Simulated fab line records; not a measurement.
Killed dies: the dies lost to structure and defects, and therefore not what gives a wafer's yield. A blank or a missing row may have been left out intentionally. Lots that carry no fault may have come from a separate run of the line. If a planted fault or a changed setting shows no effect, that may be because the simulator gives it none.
A struck lot beside a sound one | flow n5-finfet | 14 steps out of a route of 1938
Sound: these wafers, L638.1, L638.4, L638.6. Struck: wafers L652.4, L652.6 (left out: L652.3, a lot-mate that was not struck); the cause follows at the end.
For every step that has rows: the tool of each side, followed by ch and its chambers, followed by its first start. Under that, the readings that differ: sound wafers | struck wafers | difference of the means | sigmas: that difference in standard deviations of wafers without a fault.
alike: readings with means less than 2 such deviations apart, plus words and numbers identical on both sides. not compared: withheld readings, readings lacking a value on some wafer, bounds such as >300 that could conceal the same value, and numbers that have no deviation in the record and whose values overlap.
Wherever a step has rows on one side only, a row that says differs or no value, or a row with sigmas, the two part there. When numbers do not overlap yet have no deviation, they are printed without sigmas and do not part them. A reading missing from all wafers of one side parts the sides only when that side holds two or more wafers.

first, 8 steps without rows for these wafers: N5_BEOL_M14_COAT_58 (time 60 s, resist thk 89 nm); N5_BEOL_M14_COAT_04 (resist thk 800 nm); N5_BEOL_M14_EBR_06; N5_BEOL_M14_SOFTBAKE_05 (time 60 s); N5_BEOL_M14_EXPOSE_07 (exposes mask V13); N5_BEOL_M14_PEB_08 (peb time 90 s); N5_BEOL_M14_DEVELOP_09 (develop time 45 s); N5_BEOL_M14_HARDBAKE_14 (time 120 s).
N5_BEOL_M14_CD_MEAS_10 targets a cd of 250 nm.
  sound on cd-sem-01 ch 0, day 12 14:38; struck on cd-sem-02 ch 0, day 16 06:40
  alike: cd-nm
N5_BEOL_M14_OVL_MEAS_11:
  sound on overlay-02 ch 0, day 12 14:40; struck on overlay-02 ch 0, day 16 06:41
  alike: V13_OVL
N5_BEOL_M14_INSPECT_12: inspects for defects (macro).
  struck on defect-inspect-01, day 16 06:43; sound on defect-inspect-02, day 12 14:41
  alike: raw-defect-count
N5_BEOL_M14_DESCUM_15: chemistry O2, time 7.9 s.
  sound on rie-diel-02 ch 2,3, day 12 14:43; struck on rie-diel-04 ch 1,3, day 16 06:59
  alike: drypump-motor-current-A, oes-product-au, rf-vpp-V, showerhead-plenum-p-Torr, throttle-valve-pct
  not compared: rf-hours-counter-h
N5_BEOL_M14_ETCH_59: etches BARC in N2/H2, target depth 89 nm, overetch 26.7 nm, time 67.9 s.
  sound on rie-diel-02 ch 2,3, day 12 14:46; struck on rie-diel-04 ch 1,3, day 16 07:02
  reading          | sound          | struck    | difference | sigmas
  run-length-s (s) | 91.0 91.3 91.2 | 88.0 87.9 | -3.2       | -7
  alike: drypump-motor-current-A, oes-product-au, rf-vpp-V, showerhead-plenum-p-Torr, throttle-valve-pct
  not compared: rf-hours-counter-h
N5_BEOL_M14_VIA_ETCH_16: etches SiO2 in C4F8/O2/Ar, target depth 1231.3 nm.
  sound on rie-diel-02 ch 2,3, day 12 14:49; struck on rie-diel-04 ch 0, day 16 07:05
  alike: drypump-motor-current-A, oes-product-au, rf-vpp-V, showerhead-plenum-p-Torr, throttle-valve-pct

WHERE THEY PART
N5_BEOL_M14_ETCH_59 only, going by this record. Later steps at which nothing parts them and some readings are alike: N5_BEOL_M14_VIA_ETCH_16.

WHY: what the simulator had put in
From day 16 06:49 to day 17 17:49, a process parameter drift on rie-diel-04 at N5_BEOL_M14_ETCH_59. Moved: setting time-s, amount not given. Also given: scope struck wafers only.
